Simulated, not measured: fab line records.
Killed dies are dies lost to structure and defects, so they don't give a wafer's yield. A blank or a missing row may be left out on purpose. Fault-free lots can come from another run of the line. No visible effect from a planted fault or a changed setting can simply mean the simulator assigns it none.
Which tool was responsible? || flow n5_finfet || 6 lots with 14 wafers sampled at 5 steps, on a route of 1938 steps

WHAT THE GAUGES SHOWED, per wafer
N5_BEOL_M4_RC_MEAS_101.
{"lot": "L975", "measured": "day 8 18:25", "on": "prober-01", "DIBL_N (mV/V)": "36.5 34.8"}
{"lot": "L977", "measured": "day 10 12:07", "on": "prober-02", "DIBL_N (mV/V)": "37.2 38.7"}
{"lot": "L979", "measured": "day 11 16:47", "on": "prober-01", "DIBL_N (mV/V)": "34.1 35.5"}
{"lot": "L983", "measured": "day 11 02:43", "on": "prober-01", "DIBL_N (mV/V)": "41.1 36.0 35.1"}
{"lot": "L995", "measured": "day 14 19:58", "on": "prober-02", "DIBL_N (mV/V)": "35.2 35.0 36.6"}
{"lot": "L997", "measured": "day 15 13:28", "on": "prober-01", "DIBL_N (mV/V)": "33.5 34.1"}

WHAT TOOL EACH LOT RAN ON (gives the tool, then ch and the chambers of the sampled wafers, and finally the start)
{"lot": "L975", "N5_DUMMY_REMOVAL_PRECLEAN_08": "remote_plasma-02 ch 0, day 4 06:05", "N5_BEOL_M4_ANNEAL_49": "pvd_sputter-03, day 8 15:07", "N5_BEOL_M4_ANNEAL_89": "pvd_sputter-03, day 8 16:00", "N5_BEOL_M4_ANNEAL_91": "pvd_sputter-03, day 8 16:13"}
{"lot": "L977", "N5_DUMMY_REMOVAL_PRECLEAN_08": "remote_plasma-01 ch 1, day 5 02:01", "N5_BEOL_M4_ANNEAL_49": "pvd_sputter-02, day 10 09:20", "N5_BEOL_M4_ANNEAL_89": "pvd_sputter-02, day 10 10:13", "N5_BEOL_M4_ANNEAL_91": "pvd_sputter-02, day 10 10:26"}
{"lot": "L979", "N5_DUMMY_REMOVAL_PRECLEAN_08": "remote_plasma-02 ch 1, day 5 10:29", "N5_BEOL_M4_ANNEAL_49": "pvd_sputter-03, day 11 13:36", "N5_BEOL_M4_ANNEAL_89": "pvd_sputter-03, day 11 14:29", "N5_BEOL_M4_ANNEAL_91": "pvd_sputter-03, day 11 14:42"}
{"lot": "L983", "N5_DUMMY_REMOVAL_PRECLEAN_08": "remote_plasma-01 ch 1, day 6 07:16", "N5_BEOL_M4_ANNEAL_49": "pvd_sputter-02, day 10 23:56", "N5_BEOL_M4_ANNEAL_89": "pvd_sputter-02, day 11 00:49", "N5_BEOL_M4_ANNEAL_91": "pvd_sputter-02, day 11 01:02"}
{"lot": "L995", "N5_DUMMY_REMOVAL_PRECLEAN_08": "remote_plasma-02 ch 1, day 9 05:34", "N5_BEOL_M4_ANNEAL_49": "pvd_sputter-02, day 14 17:07", "N5_BEOL_M4_ANNEAL_89": "pvd_sputter-02, day 14 18:00", "N5_BEOL_M4_ANNEAL_91": "pvd_sputter-02, day 14 18:13"}
{"lot": "L997", "N5_DUMMY_REMOVAL_PRECLEAN_08": "remote_plasma-02 ch 0, day 9 18:21", "N5_BEOL_M4_ANNEAL_49": "pvd_sputter-01, day 15 09:55", "N5_BEOL_M4_ANNEAL_89": "pvd_sputter-01, day 15 10:47", "N5_BEOL_M4_ANNEAL_91": "pvd_sputter-01, day 15 11:01"}
- N5_DUMMY_REMOVAL_PRECLEAN_08: cleans in NF3:NH3, afs cycles 2, time 20 s, sublimation time 60 s.
- N5_BEOL_M4_ANNEAL_49: time 240 s.
- N5_BEOL_M4_ANNEAL_89: time 240 s.
- N5_BEOL_M4_ANNEAL_91: time 240 s.

THE ANSWER, worked out from the rows above alone
Rule: the usual values come from the lots themselves. Put in order of their means at a reading, lots are off if they are a third of the lots or fewer, leave a main group of 4 or more, and stand apart from it by a gap of 3 or more times the standard deviation of the main group's means; of several such gaps the widest counts. The tables above print the reading to a certain number of digits; a main group whose means all agree to those digits is not used. Also off: a lot with no number at a reading for which 4 or more lots have one. The other lots that the step has rows for count as sound.
No lot is off at any reading shown: from this, nothing can be told.

WHAT THE SIMULATOR HAD PUT IN
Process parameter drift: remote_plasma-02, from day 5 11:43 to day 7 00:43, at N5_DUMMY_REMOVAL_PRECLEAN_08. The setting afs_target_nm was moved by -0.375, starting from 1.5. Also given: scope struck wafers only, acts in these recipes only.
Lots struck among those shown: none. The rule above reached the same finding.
